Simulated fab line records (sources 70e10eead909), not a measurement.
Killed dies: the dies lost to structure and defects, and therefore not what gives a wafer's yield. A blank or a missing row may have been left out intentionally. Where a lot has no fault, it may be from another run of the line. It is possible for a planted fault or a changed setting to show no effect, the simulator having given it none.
Which tool was responsible? | flow nand_harc | 14 lots with 42 wafers sampled at 2 steps, on a route of 1302 steps

== WHAT THE GAUGES SHOWED, per wafer ==
NHARC_A_BONDPAD_OVL_MEAS_35. Usual: overlay_x_nm 1 nm, standard deviation 6.9; overlay_y_nm -2 nm, standard deviation 7.4.
lot  | measured     | on         | overlay_x_nm (nm) | overlay_y_nm (nm) | flag
L502 | day 23 01:15 | overlay-02 | -6 -5 -5          | -13 -12 -12       |
L501 | day 23 19:05 | overlay-02 | -8 -8 -8          | -11 -11 -11       |
L504 | day 24 07:03 | overlay-02 | -3 -3 -3          | 3 3 3             |
L506 | day 24 18:19 | overlay-02 | 3 3 3             | 4 4 4             |
L509 | day 26 03:08 | overlay-01 | -12 -13 -13       | 2 1 1             |
L508 | day 26 03:32 | overlay-02 | 3 3 3             | 4 4 4             |
L516 | day 29 01:04 | overlay-01 | 5 6 6             | -6 -5 -6          |
L519 | day 29 18:06 | overlay-02 | -3 -4 -4          | -5 -6 -5          |
L517 | day 29 21:32 | overlay-01 | -5 -5 -5          | 0 0 0             |
L518 | day 30 03:42 | overlay-01 | 8 7 8             | -7 -7 -7          |
L520 | day 31 17:49 | overlay-01 | 2 3 3             | -7 -7 -7          |
L524 | day 31 22:11 | overlay-01 | 8 7 8             | 4 5 4             |
L521 | day 32 00:17 | overlay-01 | -3 -3 -2          | 9 10 9            |
L523 | day 32 16:17 | overlay-02 | -2 -2 -2          | 5 6 6             |

== TOOL THAT RAN EACH LOT (tool first, then ch and the chambers of the sampled wafers, then the start) ==
lot  | NHARC_A_BONDPAD_DEP_00
L502 | pecvd-01 ch 0,1,2, day 23 00:04
L501 | pecvd-02 ch 0,2, day 23 17:47
L504 | pecvd-01 ch 1,2, day 24 05:44
L506 | pecvd-01 ch 0,1, day 24 17:11
L509 | pecvd-01 ch 0,2, day 26 01:49
L508 | pecvd-01 ch 0,1,2, day 26 02:13
L516 | pecvd-04 ch 1,2, day 28 23:45
L519 | pecvd-02 ch 0,2, day 29 16:50
L517 | pecvd-04 ch 0,2, day 29 21:32 or earlier
L518 | pecvd-02 ch 0,1,2, day 30 02:34
L520 | pecvd-02 ch 0,2, day 31 17:49 or earlier
L524 | pecvd-01 ch 0,2, day 31 21:06
L521 | pecvd-01 ch 0,1,2, day 31 22:58
L523 | pecvd-04 ch 1,2, day 32 16:17 or earlier
- NHARC_A_BONDPAD_DEP_00: deposits SiCN, target thk 250 nm.

== AS READ BY THE TOOLS THEMSELVES (means over the sampled wafers that have a number; for cases with no such wafer, the mark the record gives instead) ==
NHARC_A_BONDPAD_DEP_00. Usual: chamber_pressure_Torr 3.000 Torr, standard deviation 0.0061; heater_power_w 608 W, standard deviation 62.
lot  | tool     | chamber_pressure_Torr (Torr) | heater_power_w (W) | flag
L502 | pecvd-01 | 2.996                        | 603                |
L501 | pecvd-02 | 3.009                        | 588                |
L504 | pecvd-01 | 3.001                        | 684                |
L506 | pecvd-01 | 2.998                        | 608                |
L509 | pecvd-01 | 3.002                        | 627                |
L508 | pecvd-01 | 3.001                        | 615                |
L516 | pecvd-04 | 2.998                        | 579                |
L519 | pecvd-02 | 3.002                        | 602                |
L517 | pecvd-04 | 3.002                        | 574                |
L518 | pecvd-02 | 3.002                        | 608                |
L520 | pecvd-02 | 2.996                        | 607                |
L524 | pecvd-01 | 2.998                        | 680                |
L521 | pecvd-01 | 2.993                        | 688                |
L523 | pecvd-04 | 2.995                        | 575                |

== THE ANSWER, worked out from the rows above alone ==
Rule: a lot counts as off when the mean over its wafers that have a number is more than 3 standard deviations away from the usual mean. Also off: a lot with no number at a reading for which 4 or more lots have one. The other lots that the step has rows for count as sound. After the gauges, taken in route order, come the tools' own readings; for these a lot's mean is taken, as printed above. At the first step where some lot is off, the reading lying furthest off is the one used; lots without a number count as furthest.
None of the lots is off at any reading shown; this tells nothing.

== WHAT WAS PUT IN BY THE SIMULATOR ==
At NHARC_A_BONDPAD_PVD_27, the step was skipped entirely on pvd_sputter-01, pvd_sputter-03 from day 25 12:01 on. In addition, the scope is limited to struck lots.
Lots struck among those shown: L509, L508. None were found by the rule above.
